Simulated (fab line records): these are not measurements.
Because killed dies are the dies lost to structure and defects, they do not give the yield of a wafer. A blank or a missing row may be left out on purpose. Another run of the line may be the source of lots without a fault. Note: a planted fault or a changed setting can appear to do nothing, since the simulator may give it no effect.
A lot that was struck, set against a sound lot || flow nand_harc || 13 steps out of a route of 1302
Sound: wafers L600.1, L600.4, L600.6. Wafers struck: L592.1, L592.4, L592.6. The cause is given at the end.
Each step with rows lists, per side, the tool, then ch with its chambers, then its first start. Under that, the readings that differ: sound wafers || struck wafers || difference of the means || sigmas: that difference in standard deviations of wafers without a fault.
alike: same words and numbers on both sides, and readings whose means sit less than 2 such deviations apart. not compared: any withheld reading, any reading some wafer has no value for, any bound like >300 that may hide the same value, and any number with overlapping values for which the record gives no deviation.
A row with sigmas, a row that says differs or no value, or rows on one side alone: a step with any of these is where the two part. Numbers that have no deviation but don't overlap get no sigmas and don't part them. A reading that every wafer of one side lacks parts them only if that side has two wafers or more.

NHARC_A_BLC_CMP_25: polishes, t overpolish 30 s, target thk 150 nm.
  sound on cmp-03 ch 0,1,2, day 29 22:46; struck on cmp-04 ch 1,2, day 26 07:59
  alike: edge_zone_pressure_frac, motor_current_A, overpolish_run_s, time_to_endpoint_s
next, for these wafers, 1 step has no rows: NHARC_A_BLC_SRD_27.
NHARC_A_BLC_INSPECT_28:
  struck on defect_inspect-01, day 26 08:23; sound on defect_inspect-01, day 29 23:08
  alike: raw_defect_count
then, 8 steps without rows for these wafers: NHARC_A_M0_DEP_00 (deposits SiOC, target thk 150 nm); NHARC_A_M0_DEHYDRATE_01 (time 120 s); NHARC_A_M0_HMDS_02 (time 30 s); NHARC_A_M0_COAT_33 (time 65 s); NHARC_A_M0_COAT_03 (resist thk 90 nm); NHARC_A_M0_SOFTBAKE_04 (time 55 s); NHARC_A_M0_EBR_05; NHARC_A_M0_EXPOSE_06 (exposes mask A M0, target cd 80 nm).
NHARC_A_M0_PEB_07: peb time 65 s.
  struck on litho_track-04, day 26 09:13; sound on litho_track-04 ch 0, day 29 23:57
  no value came back on the struck wafers for chill_plate_temp_C (C), exhaust_pa (Pa); on the sound wafers chill_plate_temp_C (C) reads 23.07 23.11 22.92
then, 1 step without rows for these wafers: NHARC_A_M0_DEVELOP_08 (develop time 35 s).

## WHERE THEY PART
Within this record, at NHARC_A_M0_PEB_07 only.

WHY: the cause the simulator had injected
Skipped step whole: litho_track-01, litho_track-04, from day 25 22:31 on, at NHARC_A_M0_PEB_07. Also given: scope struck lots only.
